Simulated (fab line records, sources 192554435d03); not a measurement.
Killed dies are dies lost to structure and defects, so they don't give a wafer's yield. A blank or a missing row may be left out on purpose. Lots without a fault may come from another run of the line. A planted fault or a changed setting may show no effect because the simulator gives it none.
Split-lot experiment | flow n5_finfet | 7 lots, 21 wafers read, on a route of 1938 steps

THE SPLIT
At N5_SD_EPI_N_PEB_07 (peb time 60 s), the setting peb_temp_c was moved away from the recipe's 110 C on 4 of the 21 wafers read, by +1.8% to +3.3%. The other wafers ran this setting at the recipe's value.

FROM THE SPLIT TO THE READING: what the file shows between them, 1 step
- N5_SD_EPI_N_DEVELOP_08: develop time 30 s

THE READING
cd_nm, in nm, at N5_SD_EPI_N_CD_MEAS_09 (target cd 120 nm). Fault-free wafers of this fab line usually give 120.0 nm, standard deviation 0.73 nm.

wafer  | tool, chamber at the split | peb_temp_c as run, C | against the recipe | cd_nm, nm | against lot-mates on the recipe
L075.2 | litho_track-02, 0          | 112                  | +1.8%              | 126.1     | +4.7
L075.3 | litho_track-02, 0          | 110                  | recipe             | 121.6     | -
L075.6 | litho_track-02, 0          | 110                  | recipe             | 121.2     | -
L076.3 | litho_track-05, 0          | 110                  | recipe             | 119.7     | -
L076.4 | litho_track-05, 0          | 110                  | recipe             | 120.1     | -
L076.5 | litho_track-05, 0          | 110                  | recipe             | 120.4     | -
L080.2 | litho_track-04, 0          | 112                  | +1.8%              | 125.0     | +4.2
L080.5 | litho_track-04, 0          | 110                  | recipe             | 120.8     | -
L080.6 | litho_track-04, 0          | 110                  | recipe             | 120.8     | -
L081.2 | litho_track-02, 0          | 110                  | recipe             | 120.2     | -
L081.5 | litho_track-02, 0          | 110                  | recipe             | 121.2     | -
L081.6 | litho_track-02, 0          | 110                  | recipe             | 122.0     | -
L084.3 | litho_track-04, 0          | 110                  | recipe             | 120.5     | -
L084.5 | litho_track-04, 0          | 110                  | recipe             | 120.4     | -
L084.6 | litho_track-04, 0          | 110                  | recipe             | 120.9     | -
L085.2 | litho_track-04, 0          | 110                  | recipe             | 119.0     | -
L085.3 | litho_track-04, 0          | 110                  | recipe             | 119.8     | -
L085.5 | litho_track-04, 0          | 110                  | recipe             | 119.0     | -
L093.1 | litho_track-05, 0          | 110                  | recipe             | 119.9     | -
L093.3 | litho_track-05, 0          | 113.6                | +3.3%              | 128.4     | +8.5
L093.5 | litho_track-05, 0          | 113.6                | +3.3%              | 128.5     | +8.6

THE FIT
A straight line over all 21 wafers: cd_nm changes by +2.52 nm for each +1% of peb_temp_c; r = +0.96; the points scatter about the line by 0.8 nm.
The same after taking each lot's own level away (the mean of its wafers on the recipe; 21 wafers): +2.58 nm for each +1%; r = +0.99; scatter 0.38 nm.
On that fit, the largest move of peb_temp_c shifts the reading by 8.4 nm.
The lots' own levels span 119.27 to 121.40 nm, that is 2.9 times the standard deviation above.
So the lot-to-lot level changes the slope little: the two slopes agree.
Check: with one of the wafers moved furthest among these (+3.3%) left out of the fit, the line predicts +8.38 nm for it against its lot-mates. It came out at +8.5 nm against them.

THE WHOLE CHAIN: every reading that the file lists as answering this split, in the file's order
step                   | what it does                                     | reading                                                         | change (the file's fit)              | r (the file's)
N5_SD_EPI_N_CD_MEAS_09 | target cd 120 nm                                 | cd_nm                                                           | +2.54 nm for each +1% of the setting | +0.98
N5_SD_EPI_N_DESCUM_14  | chemistry O2, time 7.9 s                         | SD_EPI_N.cd_nm (the simulator's own value, which no gauge read) | +2.58 nm for each +1% of the setting | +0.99
N5_SD_EPI_N_ETCH_35    | etches SOC in N2/H2, overetch 108 nm, time 486 s | SD_EPI_N.cd_nm (the simulator's own value, which no gauge read) | +2.8 nm for each +1% of the setting  | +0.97

THE FILE'S OWN FIT
cd_nm changes by +2.54 nm for each +1% of peb_temp_c, r = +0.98.
